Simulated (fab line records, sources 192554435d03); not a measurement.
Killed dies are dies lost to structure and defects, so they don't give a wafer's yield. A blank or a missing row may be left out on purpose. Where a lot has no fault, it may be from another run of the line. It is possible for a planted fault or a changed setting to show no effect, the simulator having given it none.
Split-lot experiment    flow n5-finfet    on a route of 1938 steps: 7 lots, 21 wafers read

## THE SPLIT ITSELF
At N5_FIN_SAQP_SPACER1_ALD_24 (deposits SiO2, target thk 20.3 nm, pulse time 1 s, purge time 2 s), the setting ald-cycles was moved away from the recipe's 218 on 12 of the 21 wafers read, by -15.6% to +11.0%. This setting was run at the recipe's value on the other wafers.

## FROM THE SPLIT TO THE READING: what the file shows between them, 2 steps
- N5_FIN_SAQP_SPACER1_ETCHBACK_25: etches SiO2 in CHF3/O2, target depth 24.4 nm, time 12.2 s
- N5_FIN_SAQP_MANDREL1_REMOVE_56: chemistry HBr/Cl2/O2, target a-Si, stops on SiNx, bt time 10 s

## THE READING
cd-nm, in nm, at N5_FIN_SAQP_CD_MEAS_27 (target cd 20 nm). On this fab line, fault-free wafers typically give 20.35 nm with a standard deviation of 0.24 nm.

wafer   tool, chamber at the split  ald-cycles as run  against the recipe  cd-nm, nm  against lot-mates on the recipe
L075.2  ald-sin-03, 2               198                -9.2%               18.57      -1.65
L075.4  ald-sin-03, 0               218                recipe              20.22      -
L075.6  ald-sin-03, 3               198                -9.2%               18.90      -1.32
L076.2  ald-sin-01, 0,2             184                -15.6%              17.16      -3.27
L076.4  ald-sin-01, 0,2             184                -15.6%              17.17      -3.26
L076.6  ald-sin-01, 2               218                recipe              20.43      -
L079.1  ald-sin-01, 1               236                +8.3%               21.76      +1.33
L079.4  ald-sin-01, 0               218                recipe              20.43      -
L079.6  ald-sin-01, 1               236                +8.3%               21.92      +1.49
L083.2  ald-sin-01, 1               218                recipe              20.17      -
L083.4  ald-sin-01, 2               242                +11.0%              22.77      +2.60
L083.5  ald-sin-01, 3               242                +11.0%              22.96      +2.79
L087.1  ald-sin-01, 2               228                +4.6%               21.27      +1.17
L087.5  ald-sin-01, 1               228                +4.6%               21.06      +0.96
L087.6  ald-sin-01, 0               218                recipe              20.10      -
L092.1  ald-sin-03, 3,2             197                -9.6%               18.49      -1.80
L092.5  ald-sin-03, 3               218                recipe              20.29      -
L092.6  ald-sin-03, 3,2             197                -9.6%               18.37      -1.92
L096.2  ald-sin-01, 1,0             218                recipe              20.37      -
L096.3  ald-sin-01, 1,0             218                recipe              20.33      -
L096.4  ald-sin-01, 2               218                recipe              20.41      -
The file does not say which wafer passed through which chamber wherever a row lists several chambers: such a row stands for several wafers.

FIT RESULTS
A straight line over all 21 wafers: cd-nm changes by +0.201 nm for each +1% of ald-cycles; r = +0.99; the points scatter about the line by 0.18 nm.
The same after taking each lot's own level away (the mean of its wafers on the recipe; 21 wafers): +0.205 nm for each +1%; r = +0.99; scatter 0.22 nm.
On that fit, the largest move of ald-cycles shifts the reading by 3.2 nm.
Measured against the standard deviation above, the lots' own levels, which go from 20.100 to 20.430 nm, span 1.4 times it.
The two slopes are in agreement: the lot-to-lot level therefore moves the slope only a little.
Check: -3.09 nm against its lot-mates is what the line predicts for one of the wafers moved furthest among these (-15.6%) when that wafer is left out of the fit. Against them it came out at -3.27 nm.

## THE WHOLE CHAIN: every reading that the file lists as answering this split, in the file's order
step                            what it does                                                       reading                                                                                  change (the file's fit)                r (the file's)
N5_FIN_SAQP_SPACER1_ALD_24      deposits SiO2, target thk 20.3 nm, pulse time 1 s, purge time 2 s  SiO2_of_FIN_SAQP_SPACER1_ALD_24.thk-nm (the simulator's own value, which no gauge read)  +0.199 nm for each +1% of the setting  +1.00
N5_FIN_SAQP_MANDREL1_REMOVE_56  chemistry HBr/Cl2/O2, target a-Si, stops on SiNx, bt time 10 s     FIN_SAQP.cd-nm (the simulator's own value, which no gauge read)                          +0.209 nm for each +1% of the setting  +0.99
N5_FIN_SAQP_CD_MEAS_27          target cd 20 nm                                                    cd-nm                                                                                    +0.204 nm for each +1% of the setting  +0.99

## THE FILE'S OWN FIT
cd-nm changes by +0.204 nm for each +1% of ald-cycles, r = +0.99.
